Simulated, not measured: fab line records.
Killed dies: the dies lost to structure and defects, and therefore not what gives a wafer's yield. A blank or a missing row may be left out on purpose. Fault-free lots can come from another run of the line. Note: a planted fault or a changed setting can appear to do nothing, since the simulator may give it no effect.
fab line records + flow nandHarc
record
- lots=13
- wafers=39
- lastDay=33
route steps=1302 shown A_CHANNEL_HOLE_D2@571 A_BONDPAD@1232 THIN_TSV@1294 END@1302
lots that met no fault: from a run of the same line without faults
startH: start of the lot's first displayed wafer, in hours after the record's first day + waitH: how many hours have passed since the lot's step before this one + " repeats the value in the row above + L1.1+2: a single row standing in for several wafers + - no value, or no start given + * or withheld: withheld + < > ~ a bound
route shown NAME@n: NAME is a module with steps in the file, n the number in the route of the first one + usual: mean and standard deviation over wafers with no fault + same: alike in all rows + chamber/n: place in a boat + sites: each site's reading + _std_site: their standard deviation + _edge_site: inner sites' mean taken away from outer sites' mean + radiusMm: how far each site lies from the wafer's centre + mask NAME#n: copy n + behind: tool/chamber where the wafer was last shaped + hold: what put the lot on hold/how long, in hours/how the hold closed + device: names the non-switching transistor (n, p or np) + end of line: the same wafers' tests at the end of the route + a step given without rows: its recipe and nothing more + killed: at the first sort, the dies lost to defects and structure; wafer yield is something else + map: a wafer's dies, x killed, . not, _ none there
set.NAME: the setting as run; set.NAME@STEP: as run at that earlier step + model.NAME: the simulator's own value behind a step, which no gauge read
one table for each step of the route and one row for each wafer, over a sample of lots
services: from which hour (startH, from the record's first day; less than 0 if before it) a tool's chamber was out of use, for how many hours, and why
## steps
# step NHARC_A_CHANNEL_HOLE_D2_DEP_01
# recipe
- targetThkA=1400
- targetThkNm=140
- tempC=400
- pressureTorr=3.5
- flowSccm=200
- rfW=350
- material=SiON
# usual
- heaterPowerW=749/90
| lot.wafer | tool     | chamber | startH | waitH | heaterPowerW | sinceWetCleanH |
|-----------|----------|---------|--------|-------|--------------|----------------|
| L701.1    | pecvd-02 | 0       | 298.79 | 1.6   | 660          | 59             |
| L701.2    | "        | 1       | "      | "     | 812          | 59             |
| L701.5    | "        | 2       | "      | "     | 749          | -              |
| L703.3    | pecvd-03 | 2       | 317.53 | 1.0   | 741          | 120            |
| L703.5    | "        | 2       | "      | "     | 761          | -              |
| L703.6    | "        | 1       | "      | "     | 612          | -              |
| L704.3    | pecvd-02 | 2       | 324.25 | 1.0   | 734          | 84             |
| L704.4    | "        | 0       | "      | "     | 767          | -              |
| L704.5    | "        | 2       | "      | "     | 738          | -              |
| L705.3    | pecvd-03 | 1       | 342.88 | 1.0   | 575          | 145            |
| L705.2    | "        | 2       | "      | "     | 871          | 145            |
| L705.5    | "        | 0       | "      | "     | 861          | -              |
| L708.1    | pecvd-02 | 0       | 364.37 | 1.6   | 732          | 124            |
| L708.2    | "        | 1       | "      | "     | 871          | 124            |
| L708.3    | "        | 2       | "      | "     | 667          | 124            |
| L709.1    | pecvd-02 | 2       | 367.37 | 1.6   | 773          | 127            |
| L709.3    | "        | 1       | "      | "     | 873          | 127            |
| L709.6    | "        | 1       | "      | "     | 838          | -              |
| L710.3    | pecvd-02 | 0       | 385.85 | 1.1   | 769          | 146            |
| L710.5    | "        | 1       | "      | "     | 842          | -              |
| L710.4    | "        | 0       | "      | "     | 774          | -              |
| L712.1    | pecvd-03 | 0       | 398.00 | 1.7   | 908          | 19             |
| L712.3    | "        | 1       | "      | "     | 549          | 19             |
| L712.6    | "        | 1       | "      | "     | 549          | -              |
| L713.2    | pecvd-02 | 0       | 398.67 | 1.3   | 637          | 159            |
| L713.1    | "        | 2       | "      | "     | 647          | 159            |
| L713.5    | "        | 1       | "      | "     | 876          | -              |
| L720.1    | pecvd-02 | 2       | 476.65 | 1.7   | 730          | 56             |
| L720.2    | "        | 0       | "      | "     | 747          | 56             |
| L720.5    | "        | 0       | "      | "     | 754          | -              |
| L722.2    | pecvd-03 | 1       | 506.54 | 1.3   | 542          | 128            |
| L722.1    | "        | 0       | "      | "     | 835          | 128            |
| L722.5    | "        | 0       | "      | "     | 824          | -              |
| L724.3    | pecvd-03 | 0       | 516.57 | 1.0   | 859          | 138            |
| L724.1    | "        | 1       | "      | "     | 615          | 138            |
| L724.6    | "        | 2       | "      | "     | 736          | -              |
| L723.3    | pecvd-02 | 1       | 517.22 | 1.0   | 772          | 96             |
| L723.6    | "        | 0       | "      | "     | 669          | -              |
| L723.5    | "        | 1       | "      | "     | 781          | -              |
# step NHARC_A_BONDPAD_THK_MEAS_20
# recipe
- thkMeasGauge=xrf
# usual
- thkNm=169.6/1.6
| lot.wafer | tool         | chamber | startH | waitH | thkNm |
|-----------|--------------|---------|--------|-------|-------|
| L701.1    | filmMetro-02 | -       | 549.75 | -     | 172.3 |
| L701.2    | "            | -       | "      | "     | 170.3 |
| L701.5    | "            | -       | "      | "     | 170.3 |
| L703.3    | filmMetro-01 | -       | 552.49 | -     | 168.0 |
| L703.5    | "            | -       | "      | "     | 169.3 |
| L703.6    | "            | -       | "      | "     | 171.5 |
| L704.3    | filmMetro-01 | -       | 562.14 | -     | 168.7 |
| L704.4    | "            | -       | "      | "     | 167.5 |
| L704.5    | "            | -       | "      | "     | 165.9 |
| L705.2    | filmMetro-01 | -       | 596.17 | -     | 169.7 |
| L705.3    | "            | -       | "      | "     | 169.1 |
| L705.5    | "            | -       | "      | "     | 168.5 |
| L708.1    | filmMetro-02 | -       | 608.11 | -     | 168.4 |
| L708.2    | "            | -       | "      | "     | 169.1 |
| L708.3    | "            | -       | "      | "     | 168.8 |
| L709.1    | filmMetro-01 | -       | 611.88 | -     | 169.9 |
| L709.3    | "            | -       | "      | "     | 170.1 |
| L709.6    | "            | -       | "      | "     | 171.5 |
| L713.1    | filmMetro-02 | -       | 631.91 | -     | 167.6 |
| L713.5    | "            | -       | "      | "     | 169.3 |
| L710.5    | filmMetro-01 | -       | 635.28 | -     | 172.7 |
| L712.1    | filmMetro-01 | -       | 642.14 | -     | 169.4 |
| L712.3    | "            | -       | "      | "     | 169.9 |
| L712.6    | "            | -       | "      | "     | 172.2 |
| L720.1    | filmMetro-01 | -       | 736.46 | -     | 170.0 |
| L720.2    | "            | -       | "      | "     | 171.4 |
| L720.5    | "            | -       | "      | "     | 170.7 |
| L722.1    | filmMetro-02 | -       | 739.70 | -     | 166.7 |
| L722.2    | "            | -       | "      | "     | 168.0 |
| L722.5    | "            | -       | "      | "     | 168.1 |
| L724.1    | filmMetro-02 | -       | 754.55 | -     | 170.2 |
| L724.3    | "            | -       | "      | "     | 169.7 |
| L724.6    | "            | -       | "      | "     | 168.7 |
| L723.3    | filmMetro-02 | -       | 758.11 | -     | 169.0 |
| L723.5    | "            | -       | "      | "     | 171.5 |
| L723.6    | "            | -       | "      | "     | 170.5 |
# step NHARC_A_BONDPAD_INSPECT_23
# usual
- rawDefectCount=547/120
| lot.wafer | tool             | chamber | startH | waitH | rawDefectCount |
|-----------|------------------|---------|--------|-------|----------------|
| L701.1    | defectInspect-02 | -       | 549.98 | 0.0   | 786            |
| L701.2    | "                | -       | "      | "     | 685            |
| L701.5    | "                | -       | "      | "     | 556            |
| L703.3    | defectInspect-01 | -       | 552.71 | 0.0   | 484            |
| L703.5    | "                | -       | "      | "     | 561            |
| L703.6    | "                | -       | "      | "     | 479            |
| L704.3    | defectInspect-01 | -       | 562.34 | 0.0   | 362            |
| L704.4    | "                | -       | "      | "     | 530            |
| L704.5    | "                | -       | "      | "     | 450            |
| L705.2    | defectInspect-01 | -       | 596.40 | 0.0   | 684            |
| L705.3    | "                | -       | "      | "     | 568            |
| L705.5    | "                | -       | "      | "     | 476            |
| L708.1    | defectInspect-01 | -       | 608.34 | 0.0   | 615            |
| L708.2    | "                | -       | "      | "     | 663            |
| L708.3    | "                | -       | "      | "     | 676            |
| L709.1    | defectInspect-02 | -       | 612.10 | 0.0   | 585            |
| L709.3    | "                | -       | "      | "     | 711            |
| L709.6    | "                | -       | "      | "     | 889            |
| L713.1    | defectInspect-01 | -       | 632.13 | 0.0   | 479            |
| L713.5    | "                | -       | "      | "     | 560            |
| L710.5    | defectInspect-02 | -       | 635.51 | 0.0   | 512            |
| L712.1    | defectInspect-02 | -       | 642.36 | 0.0   | 547            |
| L712.3    | "                | -       | "      | "     | 855            |
| L712.6    | "                | -       | "      | "     | 416            |
| L720.1    | defectInspect-02 | -       | 736.66 | 0.0   | 501            |
| L720.2    | "                | -       | "      | "     | 487            |
| L720.5    | "                | -       | "      | "     | 548            |
| L722.1    | defectInspect-01 | -       | 739.93 | 0.0   | 529            |
| L722.2    | "                | -       | "      | "     | 522            |
| L722.5    | "                | -       | "      | "     | 548            |
| L724.1    | defectInspect-01 | -       | 754.75 | 0.0   | 636            |
| L724.3    | "                | -       | "      | "     | 557            |
| L724.6    | "                | -       | "      | "     | 654            |
| L723.3    | defectInspect-01 | -       | 758.31 | 0.0   | 594            |
| L723.5    | "                | -       | "      | "     | 457            |
| L723.6    | "                | -       | "      | "     | 499            |
# step NHARC_THIN_TSV_ETCH_59
# recipe
- targetDepthA=8800
- icpW=900
- biasW=100
- Cl2_flow_sccm=60
- bcl3FlowSccm=30
- timeS=138.1
- chemistry=Cl2/BCl3
# usual
- biasW=100.02/0.29
- drypumpMotorCurrentA=5.93/0.26
- oesProductAu=1.000/0.013
- throttleValvePct=22.265/0.0086
| lot.wafer | tool        | chamber | startH | waitH | biasW  | drypumpMotorCurrentA | oesProductAu | rfHoursCounterH | throttleValvePct |
|-----------|-------------|---------|--------|-------|--------|----------------------|--------------|-----------------|------------------|
| L701.1    | rieMetal-01 | 1       | 569.70 | 0.1   | 100.53 | 5.89                 | 1.004        | 2.4             | 22.259           |
| L701.2    | "           | 0       | "      | "     | 99.71  | 6.25                 | 0.999        | 3.3             | 22.259           |
| L701.5    | "           | 1       | "      | "     | 100.74 | 5.89                 | 0.999        | -               | 22.271           |
| L703.3    | rieMetal-02 | 0       | 570.82 | 0.1   | 99.52  | 5.84                 | 1.021        | -               | 22.278           |
| L703.6    | "           | 0       | "      | "     | 99.72  | 5.84                 | 1.016        | -               | 22.264           |
| L703.5    | "           | 1       | "      | "     | 99.87  | 5.69                 | 1.001        | -               | 22.264           |
| L704.4    | rieMetal-02 | 1       | 581.70 | 0.2   | 100.11 | 5.67                 | 1.003        | -               | 22.261           |
| L704.3    | "           | 0       | "      | "     | 99.65  | 5.83                 | 1.012        | -               | 22.269           |
| L704.5    | "           | 0       | "      | "     | 100.14 | 5.82                 | 1.006        | -               | 22.277           |
| L705.2    | rieMetal-02 | 0       | 614.75 | 0.1   | 100.16 | 5.86                 | 1.007        | 2.5             | 22.266           |
| L705.3    | "           | 1       | "      | "     | 99.65  | 5.64                 | 0.998        | -               | 22.276           |
| L705.5    | "           | 1       | "      | "     | 99.90  | 5.64                 | 0.997        | -               | 22.250           |
| L708.1    | rieMetal-01 | 1       | 625.42 | 0.1   | 100.25 | 5.89                 | 1.005        | 0.3             | 22.256           |
| L708.2    | "           | 0       | "      | "     | 100.07 | 6.27                 | 0.992        | 0.3             | 22.275           |
| L708.3    | "           | 1       | "      | "     | 100.12 | 5.87                 | 1.017        | -               | 22.261           |
| L709.1    | rieMetal-03 | 1       | 632.87 | 0.1   | 99.73  | 6.34                 | 0.983        | 1.9             | 22.258           |
| L709.3    | "           | 0       | "      | "     | 100.02 | 5.67                 | 1.010        | -               | 22.261           |
| L709.6    | "           | 1       | "      | "     | 99.68  | 6.31                 | 0.986        | -               | 22.254           |
| L713.1    | rieMetal-02 | 0       | 653.13 | 0.1   | 100.45 | 5.84                 | 1.004        | 0.0             | 22.265           |
| L713.5    | "           | 0       | "      | "     | 99.99  | 5.84                 | 1.005        | -               | 22.270           |
| L710.5    | rieMetal-01 | 0       | 654.52 | 0.2   | 100.31 | 6.25                 | 0.970        | -               | 22.257           |
| L712.1    | rieMetal-01 | 1       | 661.94 | 0.1   | 100.27 | 5.87                 | 1.007        | 1.0             | 22.262           |
| L712.3    | "           | 0       | "      | "     | 100.01 | 6.26                 | 0.969        | -               | 22.277           |
| L712.6    | "           | 0       | "      | "     | 99.72  | 6.26                 | 0.972        | -               | 22.267           |
| L720.2    | rieMetal-01 | 1       | 762.69 | 0.1   | 99.76  | 5.91                 | 1.011        | 0.0             | 22.280           |
| L720.1    | "           | 0       | "      | "     | 100.34 | 6.25                 | 0.999        | 0.0             | 22.254           |
| L720.5    | "           | 1       | "      | "     | 100.50 | 5.92                 | 1.018        | -               | 22.268           |
| L722.1    | rieMetal-03 | 1       | 763.88 | 0.1   | 100.05 | 6.33                 | 0.988        | 1.0             | 22.275           |
| L722.2    | "           | 0       | "      | "     | 100.14 | 5.66                 | 0.996        | 1.0             | 22.286           |
| L722.5    | "           | 1       | "      | "     | 100.32 | 6.32                 | 0.993        | -               | 22.244           |
| L724.1    | rieMetal-01 | 1       | 773.30 | 0.1   | 99.89  | 5.89                 | 1.002        | 0.5             | 22.271           |
| L724.3    | "           | 1       | "      | "     | 100.09 | 5.91                 | 1.005        | -               | 22.263           |
| L724.6    | "           | 0       | "      | "     | 99.81  | 6.26                 | 0.982        | -               | 22.272           |
| L723.3    | rieMetal-03 | 1       | 777.73 | 0.2   | 99.98  | 6.33                 | 0.983        | -               | 22.263           |
| L723.5    | "           | 0       | "      | "     | 99.94  | 5.67                 | 0.982        | -               | 22.250           |
| L723.6    | "           | 1       | "      | "     | 99.76  | 6.35                 | 0.986        | -               | 22.256           |
# step NHARC_END_SORT_01
# recipe
- tempC=25
# usual
- killedAtArray=53/19
- killedAtOther=0.8/1.2
- killedAtPeriphery=3.7/2.3
- killedDies=57/19
- killedOpen=3.2/1.7
- killedShort=2.6/1.8
# same
- grossDies=677
| lot.wafer | tool      | chamber | startH | waitH | hold                     | killedAtArray | killedAtOther | killedAtPeriphery | killedDies | killedOpen | killedShort |
|-----------|-----------|---------|--------|-------|--------------------------|---------------|---------------|-------------------|------------|------------|-------------|
| L701.1    | prober-01 | 0       | 579.65 | 2.5   | -                        | 78            | 0             | 2                 | 80         | 3          | 3           |
| L701.2    | prober-01 | 0       | 580.46 | 2.8   | -                        | 55            | 0             | 2                 | 57         | 5          | 2           |
| L701.5    | prober-01 | 0       | 582.87 | 3.7   | -                        | 72            | 0             | 6                 | 78         | 5          | 6           |
| L703.3    | prober-01 | 0       | 589.01 | 3.0   | -                        | 45            | 0             | 3                 | 48         | 2          | 5           |
| L703.5    | prober-01 | 0       | 590.58 | 3.6   | -                        | 47            | 0             | 2                 | 49         | 3          | 2           |
| L703.6    | prober-01 | 0       | 591.36 | 3.9   | -                        | 44            | 0             | 0                 | 44         | 1          | 1           |
| L709.1    | prober-01 | 0       | 640.83 | 2.5   | -                        | 60            | 0             | 4                 | 64         | 1          | 2           |
| L709.3    | prober-01 | 0       | 642.42 | 3.1   | -                        | 77            | 0             | 5                 | 82         | 5          | 3           |
| L709.6    | prober-01 | 0       | 644.79 | 4.0   | -                        | 62            | 3             | 3                 | 68         | 2          | 0           |
| L713.1    | prober-02 | 0       | 662.24 | 2.5   | awaitDispo/10.7h/release | 66            | 1             | 3                 | 70         | 3          | 6           |
| L713.2    | prober-02 | 0       | 663.03 | 2.8   | awaitDispo/10.7h/release | 630           | 2             | 1                 | 633        | 3          | 3           |
| L713.5    | prober-02 | 0       | 665.42 | 3.7   | awaitDispo/10.7h/release | 54            | 2             | 3                 | 59         | 3          | 3           |
| L710.3    | prober-01 | 0       | 663.79 | 3.1   | awaitDispo/2.6h/release  | 618           | 1             | 2                 | 621        | 4          | 1           |
| L710.4    | prober-01 | 0       | 664.60 | 3.4   | awaitDispo/2.6h/release  | 617           | 1             | 2                 | 620        | 4          | 1           |
| L710.5    | prober-01 | 0       | 665.41 | 3.7   | awaitDispo/2.6h/release  | 43            | 2             | 5                 | 50         | 6          | 2           |
| L712.1    | prober-01 | 0       | 670.02 | 2.5   | -                        | 17            | 1             | 2                 | 20         | 1          | 1           |
| L712.3    | prober-01 | 0       | 671.61 | 3.1   | -                        | 19            | 1             | 2                 | 22         | 2          | 2           |
| L712.6    | prober-01 | 0       | 674.00 | 4.0   | -                        | 21            | 0             | 6                 | 27         | 2          | 4           |
# killed by level:class
L701.1 A_CHANNEL_HOLE_D1:chamberFilmFlake=37 A_SLIT:chamberFilmFlake=20 A_CHANNEL_HOLE_D2:chamberFilmFlake=8 A_STAIRCASE:chamberFilmFlake=3 A_CONTACT:chamberFilmFlake=3 A_WL_FILL:chamberFilmFlake=2 P_STI:geometricParticle:open=1 P_GATE:geometricParticle:open=1
L701.2 A_SLIT:chamberFilmFlake=19 A_CHANNEL_HOLE_D1:chamberFilmFlake=17 A_CHANNEL_HOLE_D2:chamberFilmFlake=5 A_STAIRCASE:chamberFilmFlake=4 A_M0:geometricParticle:open=3 A_WL_FILL:chamberFilmFlake=3 P_M2:geometricParticle:open=1 A_DECK1_JOINT:geometricParticle:short=1
L701.5 A_CHANNEL_HOLE_D1:chamberFilmFlake=31 A_SLIT:chamberFilmFlake=18 A_CHANNEL_HOLE_D2:chamberFilmFlake=6 A_CONTACT:chamberFilmFlake=6 A_STAIRCASE:chamberFilmFlake=3 P_GATE:geometricParticle:short=1 P_GATE:geometricParticle:open=1 P_M0:geometricParticle:short=1
L703.3 A_SLIT:chamberFilmFlake=12 A_CHANNEL_HOLE_D2:chamberFilmFlake=11 A_CONTACT:chamberFilmFlake=7 A_STAIRCASE:chamberFilmFlake=6 P_CONTACT:chamberFilmFlake=2 A_CHANNEL_FILL_D2:chamberFilmFlake=2 P_M0:geometricParticle:open=1 A_SOURCE_PLATE:geometricParticle:short=1
L703.5 A_SLIT:chamberFilmFlake=23 A_CONTACT:chamberFilmFlake=10 A_CHANNEL_HOLE_D2:chamberFilmFlake=6 A_CHANNEL_HOLE_D1:chamberFilmFlake=2 P_CONTACT:geometricParticle:open=1 A_CHANNEL_HOLE_D1:geometricParticle:short=1 A_CHANNEL_FILL_D2:geometricParticle:short=1 A_CHANNEL_FILL_D2:geometricParticle:open=1
L703.6 A_SLIT:chamberFilmFlake=20 A_STAIRCASE:chamberFilmFlake=8 A_CONTACT:chamberFilmFlake=6 A_CHANNEL_HOLE_D2:chamberFilmFlake=3 A_ZERO_WELL:chamberFilmFlake=2 A_CHANNEL_HOLE_D1:chamberFilmFlake=2 A_CHANNEL_HOLE_D2:geometricParticle:short=1 A_WL_FILL:geometricParticle:open=1
L709.1 A_SLIT:chamberFilmFlake=24 A_CHANNEL_HOLE_D1:chamberFilmFlake=16 A_CHANNEL_HOLE_D2:chamberFilmFlake=11 P_ZERO_WELL:chamberFilmFlake=3 A_CONTACT:chamberFilmFlake=2 A_SOURCE_PLATE:geometricParticle:short=1 A_ONON_D1:geometricParticle:short=1 A_DECK1_JOINT:geometricParticle:open=1
L709.3 A_CHANNEL_HOLE_D1:chamberFilmFlake=32 A_CHANNEL_HOLE_D2:chamberFilmFlake=15 A_SLIT:chamberFilmFlake=15 A_ZERO_WELL:chamberFilmFlake=3 A_WL_FILL:chamberFilmFlake=3 A_WL_FILL:geometricParticle:short=2 P_CONTACT:geometricParticle:short=1 P_CONTACT:geometricParticle:open=1
L709.6 A_SLIT:chamberFilmFlake=21 A_CHANNEL_HOLE_D1:chamberFilmFlake=16 A_CHANNEL_HOLE_D2:chamberFilmFlake=15 A_BLC:chamberFilmFlake=4 P_BONDPAD:chamberFilmFlake=3 THIN_TSV:chamberFilmFlake=3 A_CONTACT:chamberFilmFlake=2 A_CHANNEL_FILL_D1:geometricParticle:open=1
L713.1 A_SLIT:chamberFilmFlake=34 A_CHANNEL_HOLE_D1:chamberFilmFlake=17 A_CHANNEL_HOLE_D2:chamberFilmFlake=2 A_CONTACT:chamberFilmFlake=2 P_STI:geometricParticle:open=1 P_CONTACT:geometricParticle:open=1 P_M0:geometricParticle:open=1 A_CHANNEL_FILL_D1:geometricParticle:short=1
L713.2 A_CHANNEL_HOLE_D2:areaDep=556 A_CHANNEL_HOLE_D1:chamberFilmFlake=35 A_SLIT:chamberFilmFlake=23 A_DECK1_JOINT:chamberFilmFlake=3 A_CONTACT:chamberFilmFlake=3 A_ONON_D2:geometricParticle:open=2 A_WL_FILL:geometricParticle:short=2 A_ZERO_WELL:chamberFilmFlake=2
L710.3 A_CHANNEL_HOLE_D2:areaDep=565 A_CHANNEL_HOLE_D1:chamberFilmFlake=30 A_CHANNEL_HOLE_D2:chamberFilmFlake=9 A_DECK1_JOINT:chamberFilmFlake=4 A_CONTACT:chamberFilmFlake=4 A_SLIT:chamberFilmFlake=2 P_M0:geometricParticle:open=1 P_M2:geometricParticle:open=1
L710.4 A_CHANNEL_HOLE_D2:areaDep=573 A_CHANNEL_HOLE_D2:chamberFilmFlake=17 A_CHANNEL_HOLE_D1:chamberFilmFlake=15 A_DECK1_JOINT:chamberFilmFlake=2 A_WL_FILL:chamberFilmFlake=2 A_CONTACT:chamberFilmFlake=2 A_CHANNEL_FILL_D1:geometricParticle:open=1 A_CHANNEL_HOLE_D2:geometricParticle:open=1
L710.5 A_CHANNEL_HOLE_D1:chamberFilmFlake=21 A_CHANNEL_HOLE_D2:chamberFilmFlake=16 P_CONTACT:geometricParticle:open=3 THIN_TSV:chamberFilmFlake=2 P_CONTACT:geometricParticle:short=1 A_CHANNEL_FILL_D1:geometricParticle:short=1 A_DECK1_JOINT:geometricParticle:open=1 A_CHANNEL_FILL_D2:geometricParticle:open=1
L713.5 A_SLIT:chamberFilmFlake=23 A_CHANNEL_HOLE_D1:chamberFilmFlake=15 A_CONTACT:chamberFilmFlake=5 A_DECK1_JOINT:geometricParticle:open=3 A_WL_FILL:chamberFilmFlake=2 THIN_TSV:chamberFilmFlake=2 A_CHANNEL_HOLE_D2:geometricParticle:short=1 A_CHANNEL_FILL_D2:geometricParticle:short=1
L712.1 A_CHANNEL_HOLE_D1:chamberFilmFlake=6 A_CHANNEL_FILL_D2:chamberFilmFlake=4 A_SLIT:chamberFilmFlake=2 A_DECK1_JOINT:geometricParticle:open=1 A_DECK1_JOINT:geometricParticle:short=1 P_STI:chamberFilmFlake=1 P_GATE:chamberFilmFlake=1 A_CHANNEL_HOLE_D2:chamberFilmFlake=1
L712.3 A_CHANNEL_HOLE_D1:chamberFilmFlake=5 A_SLIT:chamberFilmFlake=4 A_CHANNEL_HOLE_D2:chamberFilmFlake=3 A_CHANNEL_FILL_D2:chamberFilmFlake=3 P_M0:geometricParticle:open=1 A_ONON_D1:geometricParticle:short=1 A_CHANNEL_FILL_D2:geometricParticle:short=1 A_CONTACT:geometricParticle:open=1
L712.6 P_M1:chamberFilmFlake=4 A_CHANNEL_HOLE_D1:chamberFilmFlake=4 A_SLIT:chamberFilmFlake=3 A_CONTACT:chamberFilmFlake=3 A_WL_FILL:geometricParticle:short=2 A_CHANNEL_FILL_D2:chamberFilmFlake=2 A_STAIRCASE:chamberFilmFlake=2 P_M1:geometricParticle:short=1
## services
| tool        | chamber | startH | hours | kind   |
|-------------|---------|--------|-------|--------|
| rieMetal-02 | -       | 277.00 | 9.0   | pm     |
| rieMetal-02 | -       | 300.08 | 1.2   | repair |
| rieMetal-01 | 1       | 331.23 | 80.4  | repair |
| rieMetal-03 | -       | 342.02 | 9.0   | pm     |
| pecvd-02    | -       | 360.07 | 1.2   | repair |
| pecvd-03    | -       | 366.00 | 13.0  | pm     |
| rieMetal-03 | 0       | 377.20 | 17.1  | repair |
| rieMetal-01 | -       | 398.05 | 9.0   | pm     |
| pecvd-02    | -       | 408.17 | 13.0  | pm     |
| rieMetal-02 | -       | 435.81 | 0.2   | repair |
| rieMetal-02 | -       | 454.00 | 9.0   | pm     |
| pecvd-03    | 0       | 454.19 | 3.5   | repair |
| pecvd-03    | -       | 480.61 | 0.3   | repair |
| pecvd-03    | -       | 547.06 | 13.0  | pm     |
| rieMetal-01 | -       | 575.05 | 9.0   | pm     |
| rieMetal-02 | 1       | 587.84 | 4.7   | repair |
| pecvd-02    | -       | 589.18 | 13.0  | pm     |
| rieMetal-02 | -       | 631.00 | 9.0   | pm     |
| rieMetal-02 | 1       | 652.29 | 15.0  | repair |
| pecvd-03    | 0       | 666.12 | 6.9   | repair |
| pecvd-03    | -       | 728.06 | 13.0  | pm     |
| pecvd-02    | -       | 732.99 | 0.5   | repair |
| rieMetal-01 | -       | 752.05 | 9.0   | pm     |
| pecvd-02    | -       | 770.18 | 13.0  | pm     |
## key
firstSign
- step=NHARC_END_SORT_01
- reading=killedDies
- direction=up
- sigmas=30
- usual=57
- struck=625
effect
- step=NHARC_END_SORT_01
- reading=killedAtArray
- direction=up
- sigmas=29
- usual=53
- struck=622
moreKillsBornAt
- NHARC_A_CHANNEL_HOLE_D2_DEP_01@pecvd-02=1694
metAt NHARC_A_CHANNEL_HOLE_D2_DEP_01
struckLots L710,L713
struckWafers L710.3,L710.4,L713.2
laterRowsLeftOut L710.3,L710.4,L713.2
testerLeftOut L710,L713
notActingAt NHARC_A_BONDPAD_THK_MEAS_20,NHARC_A_BONDPAD_INSPECT_23,NHARC_THIN_TSV_ETCH_59
onsetBetween 364.37 385.85
fault
- kind=processParameterDrift
- tool=pecvd-02
- chamber=0
- onsetH=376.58
- steps=NHARC_A_CHANNEL_HOLE_D2_DEP_01
- channel=targetThkA
- offset=*
- shape=step
- endH=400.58
- actsIn=*
- stated=*
# testerLeftOut: of these lots the tester's yield and bins aren't shown, on N5 and GAA mostly nor the transistor test; their killed dies are dies lost to structure and defects alone, not to doping, threshold or leakage, so they don't give the yield
# laterRowsLeftOut: the simulator's readings of these wafers behind a module that went badly wrong aren't trusted and aren't shown, but for the sort
